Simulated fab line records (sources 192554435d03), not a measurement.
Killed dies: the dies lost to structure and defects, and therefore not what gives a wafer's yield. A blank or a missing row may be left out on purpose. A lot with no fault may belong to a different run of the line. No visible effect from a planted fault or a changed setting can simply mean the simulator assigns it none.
fab line records    flow n5Finfet
record: lots: 4  wafers: 12  lastDay: 16
route steps=1938 shown BEOL_M0_SAQP@657 BEOL_M4@1111 PASSIVATION@1936
lots that met no fault: taken from a fault-free run of the same line
startH: hours from the record's opening day to when the first of the lot's shown wafers began    waitH: how many hours have passed since the lot's step before this one    " same as the row above    L1.1+2: a row that stands for several wafers    - value missing, or start not given    * or withheld: withheld    < > ~ a bound
route shown NAME@n: a module of which the file shows steps, and the number in the route of the first    usual: mean and standard deviation over wafers with no fault    same: alike in all rows    chamber/n: place in a boat    sites: readings site by site    _std_site: standard deviation of those values    _edge_site: outer sites' mean less inner sites'    radiusMm: for every site, how far away it sits from the centre of the wafer    mask NAME#n: copy n    behind: tool/chamber where the wafer was last shaped    hold: why the lot went on hold/how many hours it stayed there/how the hold came to an end    device: names the non-switching transistor (n, p or np)    end of line: tests run on the same wafers once the route is complete    a step without rows: its recipe alone    killed: at the first sort, the dies lost to defects and structure; wafer yield is something else    map: shows each die of a wafer: x if killed, . if not, _ if none is there
set.NAME: the setting the step ran with; set.NAME@STEP: the setting that earlier step ran with    model.NAME: the simulator's own value behind a step, which no gauge read
certain route steps with their lots: each step a table, each wafer a row
services: when a tool's chamber went out of use (startH, in hours from the record's first day, below 0 if earlier), for how many hours, and the reason
== steps ==
step: N5_BEOL_M0_SAQP_STRIP_113
recipe: chemistry: CHF3/O2  resist: SiARC  rfFrequencyHz: 6e+07
step: N5_BEOL_M0_SAQP_MANDREL_ETCH_20
recipe: targetDepthA: 600  chemistry: HBr/Cl2  target: a-Si  stopOn: SiNx  btTimeS: 10  maskMaterial: SOC  overEtchFrac: 0.5  timeS: 30  pressureMtorr: 10  icpW: 800  biasW: 75  HBr_flow_sccm: 150  Cl2_flow_sccm: 80  ends: endPoint
step: N5_BEOL_M0_SAQP_STRIP_86
recipe: chemistry: N2/H2  powerW: 500  tempC: 40  pressureMtorr: 50  rfFrequencyHz: 6e+07  overashFraction: 0.3  biasPowerW: 28  h2Frac: 0.5  n2FlowSccm: 300  h2FlowSccm: 300
step: N5_BEOL_M0_SAQP_STRIP_115
recipe: chemistry: postEtchResidueRemover  timeS: 60  tempC: 25  removerPh: withheld  removerWaterWtPct: withheld  removerFluorideWtPct: withheld
step: N5_BEOL_M0_SAQP_SRD_93
recipe: dry: ipaMarangoni  timeS: 30  tempC: 23  rinseLiquid: diw
step: N5_BEOL_M0_SAQP_RECESS_114
recipe: chemistry: HF/NH3  target: SiO2  targetDepthA: 144  afsCycles: 3  tempC: 30  sublimationTempC: 180  sublimationTimeS: 60
step: N5_BEOL_M0_SAQP_SPACER1_ALD_98
recipe: material: SiO2  targetThkA: 128  tempC: 300  aldPrecursorFamily: BDEAS  aldCoReactant: O2-plasma  pulseTimeS: 1  purgeTimeS: 2  coReactantPurgeTimeS: 2  aldCycles: 138  pressureTorr: 2
step: N5_BEOL_M0_SAQP_SPACER1_ETCHBACK_99
recipe: chemistry: CHF3/O2  mode: anisotropicEtchback  target: SiO2  targetDepthA: 154  timeS: 7.7  pressureMtorr: 30  sourceW: 650  biasW: 170  Ar_flow_sccm: 200  CHF3_flow_sccm: 50  O2_flow_sccm: 5  ionEnergyEv: 200
step: N5_BEOL_M0_SAQP_MANDREL1_REMOVE_100
recipe: chemistry: HBr/Cl2/O2  btTimeS: 10  target: a-Si  stopOn: SiNx  endpoint: OES-SiCl  overEtchFrac: 0.85  icpW: 600  biasW: 30  HBr_flow_sccm: 150  Cl2_flow_sccm: 80  O2_flow_sccm: 5  pressureMtorr: 10
step: N5_BEOL_M0_SAQP_ETCH_101
recipe: chemistry: CH3F/O2  target: SiNx  maskMaterial: SiO2  targetDepthA: 299  timeS: 42.7  pressureMtorr: 30  sourceW: 395  biasW: 73  Ar_flow_sccm: 150  CH3F_flow_sccm: 30  O2_flow_sccm: 20  ionEnergyEv: 120
step: N5_BEOL_M0_SAQP_ETCH_102
recipe: chemistry: CF4  target: SiO2  targetDepthA: 40  ionEnergyEv: 350  timeS: 4.4  pressureMtorr: 10  icpW: 800  biasW: 400  cf4FlowSccm: 80
step: N5_BEOL_M0_SAQP_MANDREL_ETCH_103
recipe: chemistry: HBr/Cl2  target: a-Si  targetDepthA: 450  btTimeS: 10  stopOn: SiCN  maskMaterial: SiO2  overEtchFrac: 0.8  timeS: 27  pressureMtorr: 10  icpW: 800  biasW: 75  HBr_flow_sccm: 150  Cl2_flow_sccm: 80  ends: endPoint
usual: HBr_flow_sccm: 150.0/0.45  biasW: 74.97/0.22  drypumpMotorCurrentA: 5.6/0.48  oesProductAu: 0.682/0.013  throttleValvePct: 35.4/0.44
lot.wafer  tool      chamber  startH  waitH  HBr_flow_sccm  biasW  drypumpMotorCurrentA  oesProductAu  rfHoursCounterH  throttleValvePct  model.SiCN_of_BEOL_M0_SAQP_PECVD_03.thkNm
L513.2     rieSi-05  1        134.25  0.0    -              -      -                     -             -                -                 11.8
L513.4     "         2        "       "      -              -      -                     -             -                -                 12.4
L513.6     "         3        "       "      -              -      -                     -             -                -                 12.2
L514.1     rieSi-05  3        138.63  0.0    -              -      -                     -             -                -                 12
L514.2     "         1        "       "      -              -      -                     -             -                -                 12.2
L514.3     "         2        "       "      -              -      -                     -             -                -                 12.4
L522.1     rieSi-05  0        189.84  0.0    149.8          75.35  5.9                   0.699         82               35.8              9
L522.3     "         3        "       "      149.8          75.01  6.4                   0.687         153              35.4              8.8
L522.6     "         0        "       "      149.9          75.16  5.9                   0.705         -                35.9              9
L523.3     rieSi-01  2        192.76  0.0    150.1          74.94  6.0                   0.681         114              35.1              8.8
L523.5     "         3        "       "      150.2          74.90  6.7                   0.699         -                35.1              9.2
L523.6     "         2        "       "      150.3          75.00  6.0                   0.679         -                35.1              9
step: N5_BEOL_M0_SAQP_RECESS_104
recipe: chemistry: HF/NH3  target: SiO2  targetDepthA: 180  afsCycles: 3  tempC: 30  sublimationTempC: 180  sublimationTimeS: 60
step: N5_BEOL_M0_SAQP_COAT_105
recipe: resist: SOC  tempC: 250  timeS: 60  spinRpm: 1500  resistThkNm: 100
step: N5_BEOL_M0_SAQP_ETCH_106
recipe: chemistry: N2/H2  target: SOC  targetDepthA: 1500  stopOn: SiNx  ionEnergyEv: 100  biasW: 61  pressureMtorr: 30  sourceW: 850  n2FlowSccm: 200  h2FlowSccm: 200
usual: biasW: 60.99/0.19  chamberPressureMTorr: 30.000/0.03  drypumpMotorCurrentA: 5.8/0.43  oesProductAu: 0.77/0.091  rfVppV: 240.5/1.5  showerheadPlenumPTorr: 2.53/0.098  throttleValvePct: 17.8/0.31
lot.wafer  tool        chamber  startH  waitH  biasW  chamberPressureMTorr  drypumpMotorCurrentA  oesProductAu  rfHoursCounterH  rfVppV  showerheadPlenumPTorr  throttleValvePct
L513.2     rieDiel-06  2        134.79  -      60.94  29.990                6.1                   0.28          173              239.1   2.45                   18.4
L513.4     "           3        "       "      61.16  30.005                5.7                   0.35          14               242.6   2.49                   17.6
L513.6     "           3        "       "      61.30  29.979                5.8                   0.35          -                238.8   2.49                   17.6
L514.1     rieDiel-02  1        139.19  -      60.88  29.967                5.7                   0.34          19               242.6   2.72                   17.3
L514.2     "           2        "       "      60.83  29.978                5.1                   0.31          74               240.9   2.55                   17.6
L514.3     "           3        "       "      60.88  29.992                6.2                   0.26          205              239.6   2.43                   18.0
L522.1     rieDiel-06  1        190.37  -      61.18  30.003                6.4                   0.88          41               238.4   2.49                   17.6
L522.3     "           0        "       "      61.04  30.010                6.8                   0.69          193              241.4   2.63                   17.9
L522.6     "           0        "       "      61.12  29.980                6.8                   0.69          -                241.4   2.63                   17.9
L523.3     rieDiel-06  3        193.62  -      61.18  30.004                5.8                   0.87          36               239.3   2.48                   17.7
L523.5     "           3        "       "      60.81  29.981                5.7                   0.87          -                239.0   2.48                   17.7
L523.6     "           0        "       "      61.01  30.066                6.8                   0.68          -                242.6   2.63                   17.9
step: N5_BEOL_M0_SAQP_ETCH_107
recipe: chemistry: CH3F/O2  target: SiNx  targetDepthA: 300  maskMaterial: SOC  pressureMtorr: 30  sourceW: 395  biasW: 73  Ar_flow_sccm: 150  CH3F_flow_sccm: 30  O2_flow_sccm: 20  ionEnergyEv: 120
step: N5_BEOL_M0_SAQP_STRIP_108
recipe: chemistry: N2/H2  powerW: 500  tempC: 40  pressureMtorr: 50  rfFrequencyHz: 6e+07  overashFraction: 0.3  biasPowerW: 28  h2Frac: 0.5  n2FlowSccm: 300  h2FlowSccm: 300
step: N5_BEOL_M0_SAQP_RECESS_109
recipe: chemistry: HF/NH3  target: SiO2  targetDepthA: 30  afsCycles: 1  tempC: 30  sublimationTempC: 180  sublimationTimeS: 60
usual: drypumpMotorCurrentA: 5.7/0.43  sublimationTempC: 179.99/0.18
lot.wafer  tool          chamber  startH  waitH  drypumpMotorCurrentA  sublimationTempC  model.SiCN_of_BEOL_M0_SAQP_PECVD_03.thkNm
L513.2     vaporEtch-01  1        134.95  0.0    6.2                   179.75            11.6
L513.4     "             0        "       "      5.7                   180.18            12.2
L513.6     "             1        "       "      6.2                   180.11            11.8
L514.1     vaporEtch-02  1        139.35  0.0    5.9                   179.99            11.8
L514.2     "             0        "       "      5.0                   180.01            12
L514.3     "             0        "       "      5.1                   179.87            12
L522.1     vaporEtch-02  1        190.53  0.0    5.8                   180.14            8.8
L522.3     "             0        "       "      5.0                   180.00            8.4
L522.6     "             0        "       "      5.0                   180.12            8.6
L523.3     vaporEtch-02  1        193.83  0.1    5.9                   180.21            8.6
L523.5     "             0        "       "      5.1                   179.96            8.8
L523.6     "             1        "       "      5.9                   179.78            8.6
step: N5_BEOL_M0_SAQP_SPACER2_ALD_26
recipe: material: SiO2  targetThkA: 150  tempC: 300  aldPrecursorFamily: BDEAS  aldCoReactant: O2-plasma  pulseTimeS: 1  purgeTimeS: 2  coReactantPurgeTimeS: 2  pressureTorr: 2
step: N5_BEOL_M0_SAQP_SPACER2_ETCHBACK_27
recipe: chemistry: CHF3/O2  mode: anisotropicEtchback  target: SiO2  targetDepthA: 225  timeS: 11.25  pressureMtorr: 30  sourceW: 650  biasW: 170  Ar_flow_sccm: 200  CHF3_flow_sccm: 50  O2_flow_sccm: 5  ionEnergyEv: 200
usual: drypumpMotorCurrentA: 5.9/0.43  oesProductAu: 0.77/0.095  rfVppV: 527/12  showerheadPlenumPTorr: 2.39/0.089  throttleValvePct: 18.84/0.26
same: timeS: 11.25
lot.wafer  tool        chamber  startH  waitH  drypumpMotorCurrentA  oesProductAu  rfHoursCounterH  rfVppV  showerheadPlenumPTorr  throttleValvePct
L513.2     rieDiel-06  2        135.64  0.3    6.1                   0.27          174              544     2.30                   19.16
L513.4     "           1        "       "      6.5                   0.35          21               518     2.38                   18.55
L513.6     "           2        "       "      6.1                   0.28          -                545     2.30                   19.16
L514.1     rieDiel-01  2        140.05  0.3    5.4                   0.28          197              545     2.30                   18.73
L514.2     "           1        "       "      5.5                   0.28          172              518     2.49                   18.94
L514.3     "           0        "       "      5.7                   0.35          14               531     2.48                   18.31
L522.1     rieDiel-02  3        191.23  0.3    6.2                   0.70          216              519     2.31                   19.20
L522.3     "           0        "       "      5.8                   0.69          189              534     2.47                   18.78
L522.6     "           3        "       "      6.2                   0.71          -                519     2.31                   19.21
L523.3     rieDiel-06  1        194.48  0.3    6.5                   0.89          43               517     2.37                   18.72
L523.5     "           3        "       "      5.8                   0.88          -                522     2.36                   18.78
L523.6     "           0        "       "      6.8                   0.69          -                510     2.47                   18.86
step: N5_BEOL_M0_SAQP_MANDREL2_REMOVE_110
recipe: chemistry: HBr/Cl2/O2  btTimeS: 10  target: a-Si  stopOn: SiCN  endpoint: OES-SiCl  overEtchFrac: 1  icpW: 600  biasW: 30  HBr_flow_sccm: 150  Cl2_flow_sccm: 80  O2_flow_sccm: 5  pressureMtorr: 10
step: N5_BEOL_M4_RC_MEAS_101
usual: DIBL_N: 35.0/2.4  DIBL_P: 35.4/2.8  IOFF_N: 0.14/0.045  IOFF_P: 0.20/0.048  ION_N: 667/19  ION_P: 460/11  SS_N: 71.2/0.71  SS_P: 73.1/0.86  VT_N: 252/4.6  VT_P: -251/3.4
lot.wafer  tool       chamber  startH  waitH  DIBL_N[mV/V]  DIBL_P[mV/V]  IOFF_N[nA/um]  IOFF_P[nA/um]  ION_N[uA/um]  ION_P[uA/um]  SS_N[mV/dec]  SS_P[mV/dec]  VT_N[mV]  VT_P[mV]
L522.1     prober-01  0        238.51  0.0    35.7          33.7          0.11           0.15           653           450           71.1          72.5          257       -256
L522.3     "          0        "       "      37.5          38.1          0.17           0.22           687           468           71.6          73.8          247       -252
L522.6     "          0        "       "      39.4          38.4          0.18           0.22           683           460           72.2          73.1          246       -250
L523.3     prober-01  0        256.69  0.3    35.2          35.2          0.13           0.18           679           466           70.7          72.3          251       -252
L523.5     "          0        "       "      32.5          32.6          0.11           0.15           666           463           70.6          72.1          254       -255
L523.6     "          0        "       "      34.5          34.6          0.13           0.17           671           465           70.3          72.3          252       -256
step: N5_PASSIVATION_PROBE_49
usual: defectLimitedYield: 91.7/1.4  killed_at_M0_to_M3: 32/9.7  killed_at_M4_up: 14/5.5  killedAtContacts: 13/6.1  killedAtFrontEnd: 35/10  killedAtOther: 4.2/2.9  killedDies: 98/17  killedOnRim: 13/4.2  killedOpen: 63/12  killedShort: 32/7.7  sort_bin_5_function: 4.8/0.9  sort_bin_6_memory: 3.1/0.63  sortNPass: 1073/41  sortYieldPct: 91/3.5
same: grossDies: 1180  killedAtBackSide: 0  sort_bin_4_leakage[%]: 0  sort_bin_8_speed[%]: 0
lot.wafer  tool       chamber  startH  waitH  defectLimitedYield[%]  killed_at_M0_to_M3  killed_at_M4_up  killedAtContacts  killedAtFrontEnd  killedAtOther  killedDies  killedOnRim  killedOpen  killedShort  sort_bin_5_function[%]  sort_bin_6_memory[%]  sortNPass  sortYieldPct[%]
L513.2     prober-02  -        291.53  0.1    0                      1116                12               12                32                8              1180        152          78          40           95.8                    3.7                   0          0
L513.4     prober-02  -        291.63  0.2    0                      1110                12               15                37                6              1180        152          68          32           97.0                    2.6                   0          0
L513.6     prober-02  -        291.73  0.3    0                      1129                7                12                27                5              1180        152          70          25           96.2                    3.6                   0          0
L514.1     prober-01  -        292.27  0.0    0                      1123                13               13                25                6              1180        152          41          33           97.8                    2.0                   0          0
L514.2     prober-01  -        292.32  0.1    0                      1133                9                9                 28                1              1180        152          58          15           98.0                    1.7                   0          0
L514.3     prober-01  -        292.37  0.1    0                      1114                10               16                35                5              1180        152          55          32           96.8                    2.9                   0          0
L522.1     prober-02  -        342.05  0.0    90.3                   50                  11               8                 35                10             114         14           66          48           5.8                     3.6                   1066       90
L522.3     prober-02  -        342.15  0.1    92.3                   18                  17               13                37                6              91          14           52          37           4.4                     3.1                   1089       92
L522.6     prober-02  -        342.30  0.3    91.2                   32                  12               5                 47                8              104         7            69          33           4.5                     4.1                   1076       91
L523.3     prober-02  -        373.72  0.1    92.6                   39                  20               6                 18                4              87          12           68          19           4.4                     2.7                   1093       93
L523.5     prober-02  -        373.82  0.2    91.4                   35                  20               12                32                2              101         15           67          29           5.4                     2.8                   1079       91
L523.6     prober-02  -        373.87  0.3    90.9                   39                  15               14                36                3              107         9            65          42           5.1                     3.6                   1073       91
killed by level:class
L513.2 BEOL_M0_SAQP:areaEtch=1062 BEOL_M3:geometricParticle:open=14 MOL_CONTACT_COAG:geometricParticle:open=12 BEOL_M0_SAQP:geometricParticle:short=10 STI_FIN_REVEAL:geometricParticle:open=9 BEOL_M0_SAQP:geometricParticle:open=7 BEOL_M2:geometricParticle:open=7 FIN_SAQP:geometricParticle:short=6
L513.4 BEOL_M0_SAQP:areaEtch=1080 FIN_SAQP:geometricParticle:short=11 MOL_CONTACT_COAG:geometricParticle:open=10 STI_FIN_REVEAL:geometricParticle:open=9 BEOL_M2:geometricParticle:open=7 BEOL_M0_SAQP:geometricParticle:open=7 MOL_CONTACT_COAG:geometricParticle:short=5 BEOL_M4:geometricParticle:open=5
L513.6 BEOL_M0_SAQP:areaEtch=1085 MOL_CONTACT_COAG:geometricParticle:open=11 BEOL_M1:geometricParticle:open=11 BEOL_M0_SAQP:geometricParticle:open=7 BEOL_M0_SAQP:geometricParticle:short=7 BEOL_M3:geometricParticle:open=7 STI_FIN_REVEAL:geometricParticle:open=6 BEOL_M2:geometricParticle:open=6
L514.1 BEOL_M0_SAQP:areaEtch=1105 MOL_CONTACT_COAG:geometricParticle:open=10 BEOL_M0_SAQP:geometricParticle:open=7 FIN_SAQP:geometricParticle:short=6 STI_FIN_REVEAL:geometricParticle:open=5 BEOL_M0_SAQP:geometricParticle:short=5 ILD0:geometricParticle:short=4 BEOL_M4:geometricParticle:short=4
L514.2 BEOL_M0_SAQP:areaEtch=1107 STI_FIN_REVEAL:geometricParticle:open=15 MOL_CONTACT_COAG:geometricParticle:open=8 BEOL_M2:geometricParticle:open=7 BEOL_M3:geometricParticle:open=6 BEOL_M0_SAQP:geometricParticle:open=4 BEOL_M4:geometricParticle:open=4 DUMMY_GATE:geometricParticle:open=3
L514.3 BEOL_M0_SAQP:areaEtch=1093 MOL_CONTACT_COAG:geometricParticle:open=10 STI_FIN_REVEAL:geometricParticle:open=9 FIN_SAQP:geometricParticle:short=8 BEOL_M1:geometricParticle:open=8 MOL_CONTACT_COAG:geometricParticle:short=6 STI_FIN_REVEAL:geometricParticle:short=5 FIN_SAQP:geometricParticle:open=4
L522.1 BEOL_M1:geometricParticle:open=10 FIN_SAQP:geometricParticle:short=8 FIN_SAQP:geometricParticle:open=8 BEOL_M0:geometricParticle:short=8 BEOL_M0_SAQP:geometricParticle:short=7 BEOL_M2:geometricParticle:open=7 BEOL_M0_SAQP:geometricParticle:open=6 MOL_CONTACT_COAG:geometricParticle:open=5
L522.3 MOL_CONTACT_COAG:geometricParticle:open=10 BEOL_M4:geometricParticle:open=10 FIN_SAQP:geometricParticle:short=9 FIN_SAQP:geometricParticle:open=6 BEOL_M0_SAQP:geometricParticle:short=6 DUMMY_GATE:geometricParticle:open=4 ILD0:geometricParticle:short=4 STARTING-WAFER:geometricParticle:short=4
L522.6 FIN_SAQP:geometricParticle:open=13 DUMMY_GATE:geometricParticle:open=9 BEOL_M2:geometricParticle:open=8 BEOL_M0_SAQP:geometricParticle:open=5 MOL_CONTACT_COAG:geometricParticle:open=5 BEOL_M1:geometricParticle:open=5 FIN_SAQP:geometricParticle:short=4 BEOL_M0_SAQP:geometricParticle:short=4
L523.3 BEOL_M4:geometricParticle:open=12 BEOL_M1:geometricParticle:open=11 BEOL_M3:geometricParticle:open=9 BEOL_M0_SAQP:geometricParticle:open=7 MOL_CONTACT_COAG:geometricParticle:open=6 BEOL_M3:geometricParticle:short=6 STI_FIN_REVEAL:geometricParticle:open=4 DUMMY_GATE:geometricParticle:open=3
L523.5 BEOL_M3:geometricParticle:open=12 MOL_CONTACT_COAG:geometricParticle:open=12 BEOL_M3:geometricParticle:short=10 BEOL_M4:geometricParticle:open=9 FIN_SAQP:geometricParticle:short=6 FIN_SAQP:geometricParticle:open=6 STI_FIN_REVEAL:geometricParticle:open=4 BEOL_M1:geometricParticle:open=4
L523.6 MOL_CONTACT_COAG:geometricParticle:open=12 STI_FIN_REVEAL:geometricParticle:open=10 BEOL_M3:geometricParticle:short=10 BEOL_M3:geometricParticle:open=8 BEOL_M1:geometricParticle:short=6 BEOL_M4:geometricParticle:open=6 BEOL_M1:geometricParticle:open=5 GATE_CUT:geometricParticle:short=4
map L513.2 (x killed, . not)
_________________xxxxxxxxxxxx________________
______________xxxxxxxxxxxxxxxxxx_____________
___________xxxxxxxxxxxxxxxxxxxxxxxx__________
__________xxxxxxxxxxxxxxxxxxxxxxxxxx_________
________xxxxxxxxxxxxxxxxxxxxxxxxxxxxxx_______
_______xxxxxxxxxxxxxxxxxxxxxxxxxxxxxxxx______
______xxxxxxxxxxxxxxxxxxxxxxxxxxxxxxxxxx_____
_____xxxxxxxxxxxxxxxxxxxxxxxxxxxxxxxxxxxx____
____xxxxxxxxxxxxxxxxxxxxxxxxxxxxxxxxxxxxxx___
___xxxxxxxxxxxxxxxxxxxxxxxxxxxxxxxxxxxxxxxx__
___xxxxxxxxxxxxxxxxxxxxxxxxxxxxxxxxxxxxxxxx__
__xxxxxxxxxxxxxxxxxxxxxxxxxxxxxxxxxxxxxxxxxx_
__xxxxxxxxxxxxxxxxxxxxxxxxxxxxxxxxxxxxxxxxxx_
_xxxxxxxxxxxxxxxxxxxxxxxxxxxxxxxxxxxxxxxxxxxx
_xxxxxxxxxxxxxxxxxxxxxxxxxxxxxxxxxxxxxxxxxxxx
_xxxxxxxxxxxxxxxxxxxxxxxxxxxxxxxxxxxxxxxxxxxx
_xxxxxxxxxxxxxxxxxxxxxxxxxxxxxxxxxxxxxxxxxxxx
_xxxxxxxxxxxxxxxxxxxxxxxxxxxxxxxxxxxxxxxxxxxx
_xxxxxxxxxxxxxxxxxxxxxxxxxxxxxxxxxxxxxxxxxxxx
_xxxxxxxxxxxxxxxxxxxxxxxxxxxxxxxxxxxxxxxxxxxx
_xxxxxxxxxxxxxxxxxxxxxxxxxxxxxxxxxxxxxxxxxxxx
__xxxxxxxxxxxxxxxxxxxxxxxxxxxxxxxxxxxxxxxxxx_
__xxxxxxxxxxxxxxxxxxxxxxxxxxxxxxxxxxxxxxxxxx_
___xxxxxxxxxxxxxxxxxxxxxxxxxxxxxxxxxxxxxxxx__
___xxxxxxxxxxxxxxxxxxxxxxxxxxxxxxxxxxxxxxxx__
____xxxxxxxxxxxxxxxxxxxxxxxxxxxxxxxxxxxxxx___
_____xxxxxxxxxxxxxxxxxxxxxxxxxxxxxxxxxxxx____
______xxxxxxxxxxxxxxxxxxxxxxxxxxxxxxxxxx_____
_______xxxxxxxxxxxxxxxxxxxxxxxxxxxxxxxx______
________xxxxxxxxxxxxxxxxxxxxxxxxxxxxxx_______
__________xxxxxxxxxxxxxxxxxxxxxxxxxx_________
___________xxxxxxxxxxxxxxxxxxxxxxxx__________
______________xxxxxxxxxxxxxxxxxx_____________
_________________xxxxxxxxxxxx________________
map L514.1 (x killed, . not)
_________________xxxxxxxxxxxx________________
______________xxxxxxxxxxxxxxxxxx_____________
___________xxxxxxxxxxxxxxxxxxxxxxxx__________
__________xxxxxxxxxxxxxxxxxxxxxxxxxx_________
________xxxxxxxxxxxxxxxxxxxxxxxxxxxxxx_______
_______xxxxxxxxxxxxxxxxxxxxxxxxxxxxxxxx______
______xxxxxxxxxxxxxxxxxxxxxxxxxxxxxxxxxx_____
_____xxxxxxxxxxxxxxxxxxxxxxxxxxxxxxxxxxxx____
____xxxxxxxxxxxxxxxxxxxxxxxxxxxxxxxxxxxxxx___
___xxxxxxxxxxxxxxxxxxxxxxxxxxxxxxxxxxxxxxxx__
___xxxxxxxxxxxxxxxxxxxxxxxxxxxxxxxxxxxxxxxx__
__xxxxxxxxxxxxxxxxxxxxxxxxxxxxxxxxxxxxxxxxxx_
__xxxxxxxxxxxxxxxxxxxxxxxxxxxxxxxxxxxxxxxxxx_
_xxxxxxxxxxxxxxxxxxxxxxxxxxxxxxxxxxxxxxxxxxxx
_xxxxxxxxxxxxxxxxxxxxxxxxxxxxxxxxxxxxxxxxxxxx
_xxxxxxxxxxxxxxxxxxxxxxxxxxxxxxxxxxxxxxxxxxxx
_xxxxxxxxxxxxxxxxxxxxxxxxxxxxxxxxxxxxxxxxxxxx
_xxxxxxxxxxxxxxxxxxxxxxxxxxxxxxxxxxxxxxxxxxxx
_xxxxxxxxxxxxxxxxxxxxxxxxxxxxxxxxxxxxxxxxxxxx
_xxxxxxxxxxxxxxxxxxxxxxxxxxxxxxxxxxxxxxxxxxxx
_xxxxxxxxxxxxxxxxxxxxxxxxxxxxxxxxxxxxxxxxxxxx
__xxxxxxxxxxxxxxxxxxxxxxxxxxxxxxxxxxxxxxxxxx_
__xxxxxxxxxxxxxxxxxxxxxxxxxxxxxxxxxxxxxxxxxx_
___xxxxxxxxxxxxxxxxxxxxxxxxxxxxxxxxxxxxxxxx__
___xxxxxxxxxxxxxxxxxxxxxxxxxxxxxxxxxxxxxxxx__
____xxxxxxxxxxxxxxxxxxxxxxxxxxxxxxxxxxxxxx___
_____xxxxxxxxxxxxxxxxxxxxxxxxxxxxxxxxxxxx____
______xxxxxxxxxxxxxxxxxxxxxxxxxxxxxxxxxx_____
_______xxxxxxxxxxxxxxxxxxxxxxxxxxxxxxxx______
________xxxxxxxxxxxxxxxxxxxxxxxxxxxxxx_______
__________xxxxxxxxxxxxxxxxxxxxxxxxxx_________
___________xxxxxxxxxxxxxxxxxxxxxxxx__________
______________xxxxxxxxxxxxxxxxxx_____________
_________________xxxxxxxxxxxx________________
== services ==
tool          chamber  startH  hours  kind
rieSi-01      3        122.16  -      clean
rieSi-01      3        122.16  29.4   scheduledDown
rieSi-01      3        122.16  29.4   ventCycle
rieDiel-02    3        134.23  1.3    repair
rieDiel-02    -        147.33  14.6   pm
vaporEtch-01  0        150.40  1.8    repair
vaporEtch-02  -        170.28  15.6   pm
rieDiel-02    1        176.33  5.3    repair
rieSi-05      1        192.21  2.5    repair
== key ==
firstSign: step: N5_BEOL_M0_SAQP_MANDREL_ETCH_103  reading: toolRecord  direction: missing
effect: step: N5_BEOL_M0_SAQP_ETCH_106  reading: oesProductAu  direction: down  sigmas: 4.9  usual: 0.77  struck: 0.31
effect: step: N5_BEOL_M0_SAQP_SPACER2_ETCHBACK_27  reading: oesProductAu  direction: down  sigmas: 5  usual: 0.77  struck: 0.30
effect: step: N5_PASSIVATION_PROBE_49  reading: killed_at_M0_to_M3  direction: up  sigmas: 99+  usual: 32  struck: 1121
modelEffect: step: N5_BEOL_M0_SAQP_MANDREL_ETCH_103  value: SiCN_of_BEOL_M0_SAQP_PECVD_03.thkNm  without: 9.1  struck: 12.17
modelEffect: step: N5_BEOL_M0_SAQP_RECESS_109  value: SiCN_of_BEOL_M0_SAQP_PECVD_03.thkNm  without: 8.767  struck: 11.9
moreKillsBornAt: N5_BEOL_M0_SAQP_MANDREL_ETCH_103@rieSi-05: 6529
metAt N5_BEOL_M0_SAQP_MANDREL_ETCH_103
struckWafers L513.2,L513.4,L513.6,L514.1,L514.2,L514.3
laterRowsLeftOut L513.2,L513.4,L513.6,L514.1,L514.2,L514.3
fault: kind: skippedStepWhole  tool: rieSi-05  chamber: -  onsetH: 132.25  steps: N5_BEOL_M0_SAQP_MANDREL_ETCH_103  scope: struckLotsOnly
laterRowsLeftOut: the simulator's readings of these wafers behind a module that went badly wrong aren't trusted and aren't shown, but for the sort
